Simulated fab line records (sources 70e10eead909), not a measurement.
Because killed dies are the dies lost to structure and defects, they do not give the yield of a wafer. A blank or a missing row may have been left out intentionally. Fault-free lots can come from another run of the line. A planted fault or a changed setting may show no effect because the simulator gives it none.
Which tool was responsible? / flow nandHarc / 24 lots, 72 wafers sampled, at 6 steps of a route of 1302

== WHAT THE GAUGES READ, wafer by wafer ==
NHARC_A_ONON_D2_THK_MEAS_34: measures by ellipsometry.
lot=L074; measured=day 13 02:18; on=filmMetro-02; thkNm (nm)=198.5 200.3 203.0
lot=L075; measured=day 13 12:47; on=filmMetro-02; thkNm (nm)=205.5 205.9 202.8
lot=L076; measured=day 13 12:51; on=filmMetro-01; thkNm (nm)=199.4 199.7 203.1
lot=L077; measured=day 14 06:26; on=filmMetro-01; thkNm (nm)=199.8 196.5 203.4
lot=L079; measured=day 14 23:56; on=filmMetro-01; thkNm (nm)=198.0 196.6 207.1
lot=L078; measured=day 14 23:47; on=filmMetro-01; thkNm (nm)=196.4 200.8 201.2
lot=L080; measured=day 15 22:15; on=filmMetro-01; thkNm (nm)=199.2 201.8 200.7
lot=L081; measured=day 15 22:14; on=filmMetro-02; thkNm (nm)=199.2 197.9 198.7
lot=L083; measured=day 16 16:23; on=filmMetro-01; thkNm (nm)=197.6 203.7 201.6
lot=L082; measured=day 16 16:22; on=filmMetro-01; thkNm (nm)=199.7 199.2 201.3
lot=L084; measured=day 17 08:05; on=filmMetro-01; thkNm (nm)=200.2 199.1 201.0
lot=L085; measured=day 17 08:05; on=filmMetro-02; thkNm (nm)=195.7 202.6 200.4
lot=L086; measured=day 17 22:32; on=filmMetro-01; thkNm (nm)=203.9 203.1 204.4
lot=L087; measured=day 19 03:12; on=filmMetro-01; thkNm (nm)=199.3 197.9 202.8
lot=L088; measured=day 19 03:09; on=filmMetro-02; thkNm (nm)=201.1 199.3 203.1
lot=L089; measured=day 19 12:31; on=filmMetro-01; thkNm (nm)=202.1 203.5 203.0
lot=L090; measured=day 19 12:29; on=filmMetro-01; thkNm (nm)=198.9 205.7 204.1
lot=L091; measured=day 20 04:36; on=filmMetro-01; thkNm (nm)=197.5 197.8 202.3
lot=L092; measured=day 20 13:21; on=filmMetro-01; thkNm (nm)=196.1 199.2 202.0
lot=L093; measured=day 20 23:01; on=filmMetro-01; thkNm (nm)=204.2 208.9 206.6
lot=L094; measured=day 21 16:47; on=filmMetro-02; thkNm (nm)=199.6 198.7 202.8
lot=L095; measured=day 21 16:59; on=filmMetro-02; thkNm (nm)=200.9 195.7 204.5
lot=L096; measured=day 22 05:40; on=filmMetro-01; thkNm (nm)=197.2 196.0 201.7
lot=L097; measured=day 22 05:26; on=filmMetro-01; thkNm (nm)=200.5 202.5 207.4

NHARC_A_CHANNEL_FILL_D2_INSPECT_13.
lot=L074; measured=day 15 11:49; on=defectInspect-02; rawDefectCount=239 191 369
lot=L075; measured=day 15 22:42; on=defectInspect-02; rawDefectCount=306 314 352
lot=L076; measured=day 15 22:48; on=defectInspect-01; rawDefectCount=407 371 361
lot=L077; measured=day 16 18:10; on=defectInspect-02; rawDefectCount=376 342 398
lot=L079; measured=day 17 09:31; on=defectInspect-02; rawDefectCount=245 410 350
lot=L078; measured=day 17 09:37; on=defectInspect-02; rawDefectCount=209 412 327
lot=L080; measured=day 18 09:29; on=defectInspect-02; rawDefectCount=694 770 526
lot=L081; measured=day 18 09:39; on=defectInspect-01; rawDefectCount=296 396 300
lot=L083; measured=day 19 06:26; on=defectInspect-01; rawDefectCount=294 390 486
lot=L082; measured=day 19 06:23; on=defectInspect-01; rawDefectCount=204 203 288
lot=L084; measured=day 19 19:22; on=defectInspect-02; rawDefectCount=266 265 351
lot=L085; measured=day 19 22:12; on=defectInspect-01; rawDefectCount=464 441 342
lot=L086; measured=day 20 10:38; on=defectInspect-01; rawDefectCount=248 172 267
lot=L087; measured=day 21 20:41; on=defectInspect-01; rawDefectCount=398 278 362
lot=L088; measured=day 21 14:35; on=defectInspect-02; rawDefectCount=245 208 200
lot=L089; measured=day 22 03:42; on=defectInspect-02; rawDefectCount=415 447 239
lot=L090; measured=day 22 03:45; on=defectInspect-01; rawDefectCount=618 504 430
lot=L091; measured=day 22 16:37; on=defectInspect-02; rawDefectCount=187 249 248
lot=L092; measured=day 22 23:53; on=defectInspect-01; rawDefectCount=262 280 228
lot=L093; measured=day 23 12:29; on=defectInspect-02; rawDefectCount=304 325 405
lot=L094; measured=day 24 04:07; on=defectInspect-02; rawDefectCount=370 224 304
lot=L095; measured=day 24 04:11; on=defectInspect-01; rawDefectCount=383 311 173
lot=L096; measured=day 24 15:44; on=defectInspect-01; rawDefectCount=353 242 235
lot=L097; measured=day 24 15:34; on=defectInspect-02; rawDefectCount=405 624 430

== WHAT TOOL EACH LOT RAN ON (gives the tool, then ch and the chambers of the sampled wafers, and finally the start) ==
lot=L074; NHARC_A_CHANNEL_HOLE_D1_ETCH_33=harEtch-01 ch 0,1, day 8 21:43; NHARC_A_CHANNEL_HOLE_D1_XSEM_31=xsem-01 ch 0, day 8 23:19; NHARC_A_DECK1_JOINT_CMP_02=cmp-04 ch 2,3, day 12 12:28; NHARC_A_CHANNEL_FILL_D2_CMP_10=cmp-01 ch 0,1,3, day 15 11:13
lot=L075; NHARC_A_CHANNEL_HOLE_D1_ETCH_33=harEtch-01 ch 0,1, day 9 10:36; NHARC_A_CHANNEL_HOLE_D1_XSEM_31=xsem-01 ch 0, day 9 12:11; NHARC_A_DECK1_JOINT_CMP_02=cmp-04 ch 1,2, day 12 22:29; NHARC_A_CHANNEL_FILL_D2_CMP_10=cmp-02 ch 0,1,3, day 15 22:08
lot=L076; NHARC_A_CHANNEL_HOLE_D1_ETCH_33=harEtch-02 ch 0,1, day 9 12:52; NHARC_A_CHANNEL_HOLE_D1_XSEM_31=xsem-02 ch 0, day 9 14:34; NHARC_A_DECK1_JOINT_CMP_02=cmp-03 ch 0,1,2, day 12 22:32; NHARC_A_CHANNEL_FILL_D2_CMP_10=cmp-04 ch 0,1,2, day 15 22:07
lot=L077; NHARC_A_CHANNEL_HOLE_D1_ETCH_33=harEtch-02 ch 0,1, day 9 23:38; NHARC_A_CHANNEL_HOLE_D1_XSEM_31=xsem-02 ch 0, day 10 01:13; NHARC_A_DECK1_JOINT_CMP_02=cmp-04 ch 1,2,3, day 13 13:55; NHARC_A_CHANNEL_FILL_D2_CMP_10=cmp-04 ch 0,1,3, day 16 17:10
lot=L079; NHARC_A_CHANNEL_HOLE_D1_ETCH_33=harEtch-01 ch 0,1, day 10 16:35; NHARC_A_CHANNEL_HOLE_D1_XSEM_31=xsem-01 ch 0, day 10 18:11; NHARC_A_DECK1_JOINT_CMP_02=cmp-01 ch 1,2, day 14 09:44; NHARC_A_CHANNEL_FILL_D2_CMP_10=cmp-02 ch 0,1,2, day 17 08:56
lot=L078; NHARC_A_CHANNEL_HOLE_D1_ETCH_33=harEtch-02 ch 0,1, day 10 18:35; NHARC_A_CHANNEL_HOLE_D1_XSEM_31=xsem-02 ch 0, day 10 20:21; NHARC_A_DECK1_JOINT_CMP_02=cmp-04 ch 1,2, day 14 09:44; NHARC_A_CHANNEL_FILL_D2_CMP_10=cmp-04 ch 0,2,3, day 17 09:02
lot=L080; NHARC_A_CHANNEL_HOLE_D1_ETCH_33=harEtch-01 ch 0,1, day 11 14:04; NHARC_A_CHANNEL_HOLE_D1_XSEM_31=xsem-01 ch 0, day 11 15:41; NHARC_A_DECK1_JOINT_CMP_02=cmp-03 ch 0,2,3, day 15 07:53; NHARC_A_CHANNEL_FILL_D2_CMP_10=cmp-02 ch 0,1,2, day 18 08:52
lot=L081; NHARC_A_CHANNEL_HOLE_D1_ETCH_33=harEtch-02 ch 1, day 11 14:31; NHARC_A_CHANNEL_HOLE_D1_XSEM_31=xsem-02 ch 0, day 11 16:18; NHARC_A_DECK1_JOINT_CMP_02=cmp-01 ch 0,1,2, day 15 07:55; NHARC_A_CHANNEL_FILL_D2_CMP_10=cmp-04 ch 1,2, day 18 08:52
lot=L083; NHARC_A_CHANNEL_HOLE_D1_ETCH_33=harEtch-01 ch 0,1, day 12 07:01; NHARC_A_CHANNEL_HOLE_D1_XSEM_31=xsem-02 ch 0, day 12 09:07; NHARC_A_DECK1_JOINT_CMP_02=cmp-04 ch 0,1, day 16 00:18; NHARC_A_CHANNEL_FILL_D2_CMP_10=cmp-01 ch 0,3, day 19 05:49
lot=L082; NHARC_A_CHANNEL_HOLE_D1_ETCH_33=harEtch-02 ch 0,1, day 12 09:26; NHARC_A_CHANNEL_HOLE_D1_XSEM_31=xsem-01 ch 0, day 12 11:09; NHARC_A_DECK1_JOINT_CMP_02=cmp-01 ch 0,1,3, day 16 00:20; NHARC_A_CHANNEL_FILL_D2_CMP_10=cmp-04 ch 1,2,3, day 19 05:48
lot=L084; NHARC_A_CHANNEL_HOLE_D1_ETCH_33=harEtch-02 ch 0,1, day 13 02:16; NHARC_A_CHANNEL_HOLE_D1_XSEM_31=xsem-02 ch 0, day 13 04:04; NHARC_A_DECK1_JOINT_CMP_02=cmp-01 ch 1,2,3, day 16 18:26; NHARC_A_CHANNEL_FILL_D2_CMP_10=cmp-01 ch 0,1, day 19 18:45
lot=L085; NHARC_A_CHANNEL_HOLE_D1_ETCH_33=harEtch-01 ch 0,1, day 13 04:39; NHARC_A_CHANNEL_HOLE_D1_XSEM_31=xsem-01 ch 0, day 13 06:26; NHARC_A_DECK1_JOINT_CMP_02=cmp-04 ch 0,2,3, day 16 18:26; NHARC_A_CHANNEL_FILL_D2_CMP_10=cmp-02 ch 0,2,3, day 19 21:34
lot=L086; NHARC_A_CHANNEL_HOLE_D1_ETCH_33=harEtch-02 ch 0,1, day 13 14:26; NHARC_A_CHANNEL_HOLE_D1_XSEM_31=xsem-02 ch 0, day 13 16:03; NHARC_A_DECK1_JOINT_CMP_02=cmp-01 ch 0,1, day 17 08:16; NHARC_A_CHANNEL_FILL_D2_CMP_10=cmp-04 ch 2,3, day 20 10:02
lot=L087; NHARC_A_CHANNEL_HOLE_D1_ETCH_33=harEtch-02 ch 0,1, day 14 21:39; NHARC_A_CHANNEL_HOLE_D1_XSEM_31=xsem-02 ch 0, day 14 23:14; NHARC_A_DECK1_JOINT_CMP_02=cmp-01 ch 0,1,3, day 18 15:11; NHARC_A_CHANNEL_FILL_D2_CMP_10=cmp-04 ch 1,2,3, day 21 20:07
lot=L088; NHARC_A_CHANNEL_HOLE_D1_ETCH_33=harEtch-01 ch 0,1, day 14 23:05; NHARC_A_CHANNEL_HOLE_D1_XSEM_31=xsem-01 ch 0, day 15 00:44; NHARC_A_DECK1_JOINT_CMP_02=cmp-01 ch 0,1,2, day 18 13:11; NHARC_A_CHANNEL_FILL_D2_CMP_10=cmp-02 ch 0,3, day 21 13:58
lot=L089; NHARC_A_CHANNEL_HOLE_D1_ETCH_33=harEtch-02 ch 0,1, day 15 04:32; NHARC_A_CHANNEL_HOLE_D1_XSEM_31=xsem-02 ch 0, day 15 06:14; NHARC_A_DECK1_JOINT_CMP_02=cmp-01 ch 1,2,3, day 18 22:34; NHARC_A_CHANNEL_FILL_D2_CMP_10=cmp-01 ch 0,1, day 22 03:06
lot=L090; NHARC_A_CHANNEL_HOLE_D1_ETCH_33=harEtch-01 ch 0, day 15 12:04; NHARC_A_CHANNEL_HOLE_D1_XSEM_31=xsem-01 ch 0, day 15 13:46; NHARC_A_DECK1_JOINT_CMP_02=cmp-04 ch 0,2,3, day 18 22:32; NHARC_A_CHANNEL_FILL_D2_CMP_10=cmp-02 ch 0,2,3, day 22 03:10
lot=L091; NHARC_A_CHANNEL_HOLE_D1_ETCH_33=harEtch-01 ch 0,1, day 15 22:43; NHARC_A_CHANNEL_HOLE_D1_XSEM_31=xsem-02 ch 0, day 16 00:22; NHARC_A_DECK1_JOINT_CMP_02=cmp-04 ch 1,2, day 19 15:00; NHARC_A_CHANNEL_FILL_D2_CMP_10=cmp-04 ch 0,1, day 22 16:01
lot=L092; NHARC_A_CHANNEL_HOLE_D1_ETCH_33=harEtch-01 ch 0,1, day 16 11:22; NHARC_A_CHANNEL_HOLE_D1_XSEM_31=xsem-01 ch 0, day 16 13:01; NHARC_A_DECK1_JOINT_CMP_02=cmp-01 ch 2,3, day 19 23:24; NHARC_A_CHANNEL_FILL_D2_CMP_10=cmp-04 ch 1,2,3, day 22 23:19
lot=L093; NHARC_A_CHANNEL_HOLE_D1_ETCH_33=harEtch-01 ch 0,1, day 16 15:34; NHARC_A_CHANNEL_HOLE_D1_XSEM_31=xsem-02 ch 0, day 16 17:36; NHARC_A_DECK1_JOINT_CMP_02=cmp-04 ch 0,2, day 20 06:05; NHARC_A_CHANNEL_FILL_D2_CMP_10=cmp-04 ch 1,3, day 23 11:53
lot=L094; NHARC_A_CHANNEL_HOLE_D1_ETCH_33=harEtch-01 ch 0,1, day 17 09:18; NHARC_A_CHANNEL_HOLE_D1_XSEM_31=xsem-02 ch 0, day 17 10:50; NHARC_A_DECK1_JOINT_CMP_02=cmp-04 ch 1,2,3, day 20 22:23; NHARC_A_CHANNEL_FILL_D2_CMP_10=cmp-04 ch 1,2,3, day 24 03:25
lot=L095; NHARC_A_CHANNEL_HOLE_D1_ETCH_33=harEtch-02 ch 0,1, day 17 14:00; NHARC_A_CHANNEL_HOLE_D1_XSEM_31=xsem-01 ch 0, day 17 15:37; NHARC_A_DECK1_JOINT_CMP_02=cmp-03 ch 0,3, day 21 03:13; NHARC_A_CHANNEL_FILL_D2_CMP_10=cmp-01 ch 0,1, day 24 03:20
lot=L096; NHARC_A_CHANNEL_HOLE_D1_ETCH_33=harEtch-01 ch 0,1, day 18 01:07; NHARC_A_CHANNEL_HOLE_D1_XSEM_31=xsem-02 ch 0, day 18 02:45; NHARC_A_DECK1_JOINT_CMP_02=cmp-01 ch 0,1, day 21 15:40; NHARC_A_CHANNEL_FILL_D2_CMP_10=cmp-04 ch 2,3, day 24 14:57
lot=L097; NHARC_A_CHANNEL_HOLE_D1_ETCH_33=harEtch-01 ch 0,1, day 18 05:25; NHARC_A_CHANNEL_HOLE_D1_XSEM_31=xsem-01 ch 0, day 18 06:59; NHARC_A_DECK1_JOINT_CMP_02=cmp-03 ch 0,1, day 21 15:38; NHARC_A_CHANNEL_FILL_D2_CMP_10=cmp-01 ch 0,1,2, day 24 14:57
- NHARC_A_CHANNEL_HOLE_D1_ETCH_33: etches the open film in C4F8/O2/Ar, time 90 s, target depth 400 nm.
- NHARC_A_CHANNEL_HOLE_D1_XSEM_31
- NHARC_A_DECK1_JOINT_CMP_02: polishes SiOx.
- NHARC_A_CHANNEL_FILL_D2_CMP_10: polishes, target thk 150 nm.

== WHAT THE TOOLS THEMSELVES READ (means of the sampled wafers that have a number; where no wafer has one, the mark that the record gives instead) ==
NHARC_A_CHANNEL_HOLE_D1_ETCH_33.
lot=L074; tool=harEtch-01; drypumpMotorCurrentA (A)=5.7; showerheadPlenumPTorr (Torr)=3.76; throttleValvePct (%)=27.621
lot=L075; tool=harEtch-01; drypumpMotorCurrentA (A)=5.6; showerheadPlenumPTorr (Torr)=3.76; throttleValvePct (%)=27.609
lot=L076; tool=harEtch-02; drypumpMotorCurrentA (A)=5.4; showerheadPlenumPTorr (Torr)=3.69; throttleValvePct (%)=27.623
lot=L077; tool=harEtch-02; drypumpMotorCurrentA (A)=5.4; showerheadPlenumPTorr (Torr)=3.69; throttleValvePct (%)=27.614
lot=L079; tool=harEtch-01; drypumpMotorCurrentA (A)=5.7; showerheadPlenumPTorr (Torr)=3.75; throttleValvePct (%)=27.624
lot=L078; tool=harEtch-02; drypumpMotorCurrentA (A)=5.1; showerheadPlenumPTorr (Torr)=3.62; throttleValvePct (%)=27.624
lot=L080; tool=harEtch-01; drypumpMotorCurrentA (A)=5.7; showerheadPlenumPTorr (Torr)=3.74; throttleValvePct (%)=27.614
lot=L081; tool=harEtch-02; drypumpMotorCurrentA (A)=4.9; showerheadPlenumPTorr (Torr)=3.55; throttleValvePct (%)=27.615
lot=L083; tool=harEtch-01; drypumpMotorCurrentA (A)=5.7; showerheadPlenumPTorr (Torr)=3.74; throttleValvePct (%)=27.619
lot=L082; tool=harEtch-02; drypumpMotorCurrentA (A)=5.4; showerheadPlenumPTorr (Torr)=3.67; throttleValvePct (%)=27.628
lot=L084; tool=harEtch-02; drypumpMotorCurrentA (A)=5.4; showerheadPlenumPTorr (Torr)=3.66; throttleValvePct (%)=27.618
lot=L085; tool=harEtch-01; drypumpMotorCurrentA (A)=5.7; showerheadPlenumPTorr (Torr)=3.73; throttleValvePct (%)=27.616
lot=L086; tool=harEtch-02; drypumpMotorCurrentA (A)=5.4; showerheadPlenumPTorr (Torr)=3.66; throttleValvePct (%)=27.628
lot=L087; tool=harEtch-02; drypumpMotorCurrentA (A)=5.4; showerheadPlenumPTorr (Torr)=3.65; throttleValvePct (%)=27.617
lot=L088; tool=harEtch-01; drypumpMotorCurrentA (A)=5.6; showerheadPlenumPTorr (Torr)=3.72; throttleValvePct (%)=27.615
lot=L089; tool=harEtch-02; drypumpMotorCurrentA (A)=5.1; showerheadPlenumPTorr (Torr)=3.59; throttleValvePct (%)=27.619
lot=L090; tool=harEtch-01; drypumpMotorCurrentA (A)=5.5; showerheadPlenumPTorr (Torr)=3.72; throttleValvePct (%)=27.626
lot=L091; tool=harEtch-01; drypumpMotorCurrentA (A)=5.7; showerheadPlenumPTorr (Torr)=3.71; throttleValvePct (%)=27.618
lot=L092; tool=harEtch-01; drypumpMotorCurrentA (A)=5.7; showerheadPlenumPTorr (Torr)=3.71; throttleValvePct (%)=27.617
lot=L093; tool=harEtch-01; drypumpMotorCurrentA (A)=5.7; showerheadPlenumPTorr (Torr)=3.70; throttleValvePct (%)=27.630
lot=L094; tool=harEtch-01; drypumpMotorCurrentA (A)=5.8; showerheadPlenumPTorr (Torr)=3.70; throttleValvePct (%)=27.619
lot=L095; tool=harEtch-02; drypumpMotorCurrentA (A)=5.4; showerheadPlenumPTorr (Torr)=3.79; throttleValvePct (%)=27.624
lot=L096; tool=harEtch-01; drypumpMotorCurrentA (A)=5.6; showerheadPlenumPTorr (Torr)=3.69; throttleValvePct (%)=27.625
lot=L097; tool=harEtch-01; drypumpMotorCurrentA (A)=5.7; showerheadPlenumPTorr (Torr)=3.69; throttleValvePct (%)=27.624

NHARC_A_CHANNEL_HOLE_D1_XSEM_31.
lot=L074; tool=xsem-01; botCdNm (nm)=74.4; bowNm (nm)=8.5; tiltDeg (degrees)=-0.03
lot=L075; tool=xsem-01; botCdNm (nm)=74.5; bowNm (nm)=9.0; tiltDeg (degrees)=0.15
lot=L076; tool=xsem-02; botCdNm (nm)=74.6; bowNm (nm)=8.6; tiltDeg (degrees)=0.13
lot=L077; tool=xsem-02; botCdNm (nm)=73.8; bowNm (nm)=8.6; tiltDeg (degrees)=-0.00
lot=L079; tool=xsem-01; botCdNm (nm)=73.9; bowNm (nm)=8.6; tiltDeg (degrees)=0.13
lot=L078; tool=xsem-02; botCdNm (nm)=75.5; bowNm (nm)=9.0; tiltDeg (degrees)=0.03
lot=L080; tool=xsem-01; botCdNm (nm)=75.0; bowNm (nm)=8.3; tiltDeg (degrees)=0.14
lot=L081; tool=xsem-02; botCdNm (nm)=75.7; bowNm (nm)=8.8; tiltDeg (degrees)=0.06
lot=L083; tool=xsem-02; botCdNm (nm)=75.6; bowNm (nm)=8.6; tiltDeg (degrees)=0.08
lot=L082; tool=xsem-01; botCdNm (nm)=74.7; bowNm (nm)=9.3; tiltDeg (degrees)=0.12
lot=L084; tool=xsem-02; botCdNm (nm)=75.2; bowNm (nm)=8.5; tiltDeg (degrees)=0.10
lot=L085; tool=xsem-01; botCdNm (nm)=75.4; bowNm (nm)=8.8; tiltDeg (degrees)=0.05
lot=L086; tool=xsem-02; botCdNm (nm)=74.8; bowNm (nm)=9.2; tiltDeg (degrees)=0.06
lot=L087; tool=xsem-02; botCdNm (nm)=74.4; bowNm (nm)=8.7; tiltDeg (degrees)=0.03
lot=L088; tool=xsem-01; botCdNm (nm)=73.1; bowNm (nm)=9.2; tiltDeg (degrees)=0.10
lot=L089; tool=xsem-02; botCdNm (nm)=75.2; bowNm (nm)=9.0; tiltDeg (degrees)=0.06
lot=L090; tool=xsem-01; botCdNm (nm)=72.6; bowNm (nm)=8.8; tiltDeg (degrees)=0.07
lot=L091; tool=xsem-02; botCdNm (nm)=73.4; bowNm (nm)=8.5; tiltDeg (degrees)=0.07
lot=L092; tool=xsem-01; botCdNm (nm)=73.9; bowNm (nm)=8.3; tiltDeg (degrees)=0.07
lot=L093; tool=xsem-02; botCdNm (nm)=73.2; bowNm (nm)=8.2; tiltDeg (degrees)=0.08
lot=L094; tool=xsem-02; botCdNm (nm)=75.1; bowNm (nm)=8.7; tiltDeg (degrees)=0.13
lot=L095; tool=xsem-01; botCdNm (nm)=74.1; bowNm (nm)=8.5; tiltDeg (degrees)=0.10
lot=L096; tool=xsem-02; botCdNm (nm)=76.4; bowNm (nm)=8.1; tiltDeg (degrees)=0.09
lot=L097; tool=xsem-01; botCdNm (nm)=75.8; bowNm (nm)=9.0; tiltDeg (degrees)=0.06

NHARC_A_DECK1_JOINT_CMP_02.
lot=L074; tool=cmp-04; motorCurrentA (A)=12.2; padLifeWafers=260; retainingRingPressureFrac=1.002
lot=L075; tool=cmp-04; motorCurrentA (A)=13.1; padLifeWafers=306; retainingRingPressureFrac=1.001
lot=L076; tool=cmp-03; motorCurrentA (A)=12.8; padLifeWafers=104; retainingRingPressureFrac=0.998
lot=L077; tool=cmp-04; motorCurrentA (A)=12.4; padLifeWafers=392; retainingRingPressureFrac=0.995
lot=L079; tool=cmp-01; motorCurrentA (A)=12.7; padLifeWafers=102; retainingRingPressureFrac=1.004
lot=L078; tool=cmp-04; motorCurrentA (A)=12.9; padLifeWafers=36; retainingRingPressureFrac=1.000
lot=L080; tool=cmp-03; motorCurrentA (A)=12.5; padLifeWafers=362; retainingRingPressureFrac=1.001
lot=L081; tool=cmp-01; motorCurrentA (A)=13.8; padLifeWafers=188; retainingRingPressureFrac=1.001
lot=L083; tool=cmp-04; motorCurrentA (A)=12.2; padLifeWafers=132; retainingRingPressureFrac=1.006
lot=L082; tool=cmp-01; motorCurrentA (A)=13.2; padLifeWafers=278; retainingRingPressureFrac=0.998
lot=L084; tool=cmp-01; motorCurrentA (A)=12.6; padLifeWafers=332; retainingRingPressureFrac=1.001
lot=L085; tool=cmp-04; motorCurrentA (A)=11.5; padLifeWafers=194; retainingRingPressureFrac=1.001
lot=L086; tool=cmp-01; motorCurrentA (A)=13.8; padLifeWafers=30; retainingRingPressureFrac=1.003
lot=L087; tool=cmp-01; motorCurrentA (A)=13.3; padLifeWafers=122; retainingRingPressureFrac=1.005
lot=L088; tool=cmp-01; motorCurrentA (A)=13.7; padLifeWafers=116; retainingRingPressureFrac=0.998
lot=L089; tool=cmp-01; motorCurrentA (A)=12.5; padLifeWafers=151; retainingRingPressureFrac=0.997
lot=L090; tool=cmp-04; motorCurrentA (A)=11.7; padLifeWafers=68; retainingRingPressureFrac=1.001
lot=L091; tool=cmp-04; motorCurrentA (A)=12.4; padLifeWafers=157; retainingRingPressureFrac=1.009
lot=L092; tool=cmp-01; motorCurrentA (A)=13.1; padLifeWafers=248; retainingRingPressureFrac=1.006
lot=L093; tool=cmp-04; motorCurrentA (A)=11.6; padLifeWafers=200; retainingRingPressureFrac=0.997
lot=L094; tool=cmp-04; motorCurrentA (A)=12.3; padLifeWafers=260; retainingRingPressureFrac=1.006
lot=L095; tool=cmp-03; motorCurrentA (A)=12.6; padLifeWafers=102; retainingRingPressureFrac=1.006
lot=L096; tool=cmp-01; motorCurrentA (A)=13.0; padLifeWafers=43; retainingRingPressureFrac=0.992
lot=L097; tool=cmp-03; motorCurrentA (A)=12.6; padLifeWafers=144; retainingRingPressureFrac=0.995

NHARC_A_CHANNEL_FILL_D2_CMP_10.
lot=L074; tool=cmp-01; motorCurrentA (A)=13.1; padLifeWafers=212; retainingRingPressureFrac=1.000; timeToEndpointS (s)=16
lot=L075; tool=cmp-02; motorCurrentA (A)=13.4; padLifeWafers=128; retainingRingPressureFrac=0.994; timeToEndpointS (s)=16
lot=L076; tool=cmp-04; motorCurrentA (A)=12.0; padLifeWafers=122; retainingRingPressureFrac=0.999; timeToEndpointS (s)=16
lot=L077; tool=cmp-04; motorCurrentA (A)=12.1; padLifeWafers=188; retainingRingPressureFrac=0.998; timeToEndpointS (s)=17
lot=L079; tool=cmp-02; motorCurrentA (A)=12.6; padLifeWafers=278; retainingRingPressureFrac=0.999; timeToEndpointS (s)=22
lot=L078; tool=cmp-04; motorCurrentA (A)=11.6; padLifeWafers=278; retainingRingPressureFrac=1.000; timeToEndpointS (s)=17
lot=L080; tool=cmp-02; motorCurrentA (A)=12.5; padLifeWafers=373; retainingRingPressureFrac=1.005; timeToEndpointS (s)=21
lot=L081; tool=cmp-04; motorCurrentA (A)=12.5; padLifeWafers=26; retainingRingPressureFrac=1.001; timeToEndpointS (s)=14
lot=L083; tool=cmp-01; motorCurrentA (A)=14.0; padLifeWafers=194; retainingRingPressureFrac=1.000; timeToEndpointS (s)=12
lot=L082; tool=cmp-04; motorCurrentA (A)=12.3; padLifeWafers=116; retainingRingPressureFrac=1.002; timeToEndpointS (s)=13
lot=L084; tool=cmp-01; motorCurrentA (A)=13.4; padLifeWafers=228; retainingRingPressureFrac=1.004; timeToEndpointS (s)=12
lot=L085; tool=cmp-02; motorCurrentA (A)=12.8; padLifeWafers=67; retainingRingPressureFrac=1.002; timeToEndpointS (s)=21
lot=L086; tool=cmp-04; motorCurrentA (A)=12.3; padLifeWafers=205; retainingRingPressureFrac=1.003; timeToEndpointS (s)=14
lot=L087; tool=cmp-04; motorCurrentA (A)=12.6; padLifeWafers=356; retainingRingPressureFrac=0.998; timeToEndpointS (s)=12
lot=L088; tool=cmp-02; motorCurrentA (A)=13.6; padLifeWafers=204; retainingRingPressureFrac=0.994; timeToEndpointS (s)=18
lot=L089; tool=cmp-01; motorCurrentA (A)=14.0; padLifeWafers=86; retainingRingPressureFrac=1.000; timeToEndpointS (s)=14
lot=L090; tool=cmp-02; motorCurrentA (A)=12.4; padLifeWafers=272; retainingRingPressureFrac=0.997; timeToEndpointS (s)=19
lot=L091; tool=cmp-04; motorCurrentA (A)=12.2; padLifeWafers=55; retainingRingPressureFrac=0.997; timeToEndpointS (s)=20
lot=L092; tool=cmp-04; motorCurrentA (A)=12.4; padLifeWafers=98; retainingRingPressureFrac=0.999; timeToEndpointS (s)=14
lot=L093; tool=cmp-04; motorCurrentA (A)=12.2; padLifeWafers=152; retainingRingPressureFrac=0.999; timeToEndpointS (s)=15
lot=L094; tool=cmp-04; motorCurrentA (A)=12.1; padLifeWafers=231; retainingRingPressureFrac=0.997; timeToEndpointS (s)=13
lot=L095; tool=cmp-01; motorCurrentA (A)=13.2; padLifeWafers=258; retainingRingPressureFrac=1.004; timeToEndpointS (s)=15
lot=L096; tool=cmp-04; motorCurrentA (A)=11.9; padLifeWafers=276; retainingRingPressureFrac=0.998; timeToEndpointS (s)=11
lot=L097; tool=cmp-01; motorCurrentA (A)=13.5; padLifeWafers=301; retainingRingPressureFrac=0.998; timeToEndpointS (s)=17

== THE ANSWER, worked out from the rows above alone ==
Rule: what is usual is taken from the lots themselves. The widest of any qualifying gaps counts: lots, ordered by their means at a reading, are off when they make up no more than a third of the lots, leave a main group of 4 or more, and stand apart from it by 3 or more times the standard deviation of that group's means. A main group is skipped when, at the precision printed for the reading in the tables above, its means are all equal. A lot without any number at a reading at which 4 lots or more have one is off too. Where the step has rows for the other lots, those lots are counted as sound. Order of review: gauges by route order, followed by the tools' own readings, for which a lot's mean as printed above is used. At the first step where some lot is off, the reading lying furthest off is the one used; lots without a number count as furthest.
None of the lots is off at any reading shown; this tells nothing.

== WHAT THE SIMULATOR HAD INSERTED ==
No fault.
